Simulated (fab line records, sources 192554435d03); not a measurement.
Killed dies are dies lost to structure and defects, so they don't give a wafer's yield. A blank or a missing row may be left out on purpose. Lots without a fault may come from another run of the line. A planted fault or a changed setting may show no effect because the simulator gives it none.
Split-lot experiment | flow n5_finfet | 7 lots, 39 wafers read, on a route of 1938 steps

THE SPLIT
At N5_BEOL_M4_DESCUM_33 (chemistry O2, time 7 s), the setting time_s was moved away from the recipe's 7 s on 15 of the 39 wafers read, by -50.9% to +59.1%. The other wafers ran this setting at the recipe's value.

The reading is taken at the split's own step.

THE READING
CAR-EUV_of_BEOL_M4_COAT_22.thk_nm (the simulator's own value, which no gauge read), in nm, at N5_BEOL_M4_DESCUM_33 (chemistry O2, time 7 s). The file gives no usual value for it. The 24 wafers here that ran the recipe average 26.1 nm, standard deviation 0.1 nm.

wafer  | tool, chamber at the split | time_s as run, s | against the recipe | CAR-EUV_of_BEOL_M4_COAT_22.thk_nm, nm | against lot-mates on the recipe
L076.1 | rie_diel-04, 2,3,3         | 7                | recipe             | 26                                    | -
L076.3 | rie_diel-04, 2,3,3         | 7                | recipe             | 26                                    | -
L076.4 | rie_diel-04, 2,3,3         | 7                | recipe             | 26                                    | -
L076.2 | rie_diel-04, 1,1,2         | 4.355            | -37.8%             | 27.2                                  | +1.2
L076.5 | rie_diel-04, 1,1,2         | 4.355            | -37.8%             | 27.2                                  | +1.2
L076.6 | rie_diel-04, 1,1,2         | 4.355            | -37.8%             | 27.2                                  | +1.2
L084.1 | rie_diel-04, 1,2,1         | 7                | recipe             | 26                                    | -
L084.4 | rie_diel-04, 1,2,1         | 7                | recipe             | 26                                    | -
L084.6 | rie_diel-04, 1,2,1         | 7                | recipe             | 26                                    | -
L084.2 | rie_diel-04, 0,3,0         | 11.14            | +59.1%             | 24.2                                  | -1.8
L084.3 | rie_diel-04, 0,3,0         | 11.14            | +59.1%             | 24.2                                  | -1.8
L084.5 | rie_diel-04, 0,3,0         | 11.14            | +59.1%             | 24.2                                  | -1.8
L085.1 | rie_diel-05, 0             | 3.439            | -50.9%             | 28                                    | +1.9
L085.2 | rie_diel-05, 1             | 7                | recipe             | 26.2                                  | -
L085.6 | rie_diel-05, 1             | 7                | recipe             | 26.2                                  | -
L085.3 | rie_diel-05, 3             | 3.439            | -50.9%             | 27.8                                  | +1.7
L085.5 | rie_diel-05, 3             | 3.439            | -50.9%             | 27.8                                  | +1.7
L085.4 | rie_diel-05, 0             | 7                | recipe             | 26                                    | -
L089.1 | rie_diel-03, 0,2           | 7                | recipe             | 26.2                                  | -
L089.3 | rie_diel-03, 0,2           | 7                | recipe             | 26.2                                  | -
L089.6 | rie_diel-03, 1             | 7                | recipe             | 26                                    | -
L088.1 | rie_diel-05, 2,3           | 8.488            | +21.3%             | 25.4                                  | -0.8
L088.5 | rie_diel-05, 2,3           | 8.488            | +21.3%             | 25.4                                  | -0.8
L088.2 | rie_diel-05, 1,3,2         | 7                | recipe             | 26.2                                  | -
L088.3 | rie_diel-05, 1,3,2         | 7                | recipe             | 26.2                                  | -
L088.4 | rie_diel-05, 1,3,2         | 7                | recipe             | 26.2                                  | -
L088.6 | rie_diel-05, 1             | 8.488            | +21.3%             | 25.6                                  | -0.6
L090.1 | rie_diel-05, 2,0,1,0,1     | 7                | recipe             | 26.2                                  | -
L090.2 | rie_diel-05, 2,0,1,0,1     | 7                | recipe             | 26.2                                  | -
L090.3 | rie_diel-05, 2,0,1,0,1     | 7                | recipe             | 26.2                                  | -
L090.4 | rie_diel-05, 2,0,1,0,1     | 7                | recipe             | 26.2                                  | -
L090.5 | rie_diel-05, 2,0,1,0,1     | 7                | recipe             | 26.2                                  | -
L090.6 | rie_diel-05, 2             | 7                | recipe             | 26                                    | -
L092.1 | rie_diel-05, 0             | 4.33             | -38.1%             | 27.2                                  | +1.2
L092.2 | rie_diel-05, 1,2           | 4.33             | -38.1%             | 27.4                                  | +1.4
L092.3 | rie_diel-05, 1,2           | 4.33             | -38.1%             | 27.4                                  | +1.4
L092.4 | rie_diel-05, 0,1,2         | 7                | recipe             | 26                                    | -
L092.5 | rie_diel-05, 0,1,2         | 7                | recipe             | 26                                    | -
L092.6 | rie_diel-05, 0,1,2         | 7                | recipe             | 26                                    | -
Where a row lists several chambers, the file gives one row for several wafers and doesn't say which wafer went through which chamber.

THE FIT
A straight line over all 39 wafers: CAR-EUV_of_BEOL_M4_COAT_22.thk_nm changes by -0.0323 nm for each +1% of time_s; r = -0.99; the points scatter about the line by 0.11 nm.
The same after taking each lot's own level away (the mean of its wafers on the recipe; 39 wafers): -0.0324 nm for each +1%; r = -1.00; scatter 0.083 nm.
On that fit, the largest move of time_s shifts the reading by 1.9 nm.
The lots' own levels span 26.00 to 26.20 nm, that is 2.0 times the standard deviation above.
So the lot-to-lot level changes the slope little: the two slopes agree.
Check: with one of the wafers moved furthest among these (+59.1%) left out of the fit, the line predicts -1.92 nm for it against its lot-mates. It came out at -1.8 nm against them.

OTHER SPLITS ON THESE WAFERS
These wafers also went through other splits before the reading. Each is held against what the fit with the lots' levels taken away leaves over:
other split on the same wafers        | wafers away from the commonest value | r with CAR-EUV_of_BEOL_M4_COAT_22.thk_nm (lot level and that fit taken away)
N5_FIN_SAQP_ETCH_69 target_depth_a    | 15                                   | -0.05
N5_HKMG_FIN_DEVELOP_48 develop_time_s | 12                                   | +0.02
N5_MOL_CONTACT_COAG_ETCH_91 time_s    | 18                                   | -0.04

THE FILE'S OWN FIT
CAR-EUV_of_BEOL_M4_COAT_22.thk_nm changes by -0.0325 nm for each +1% of time_s, r = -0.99.
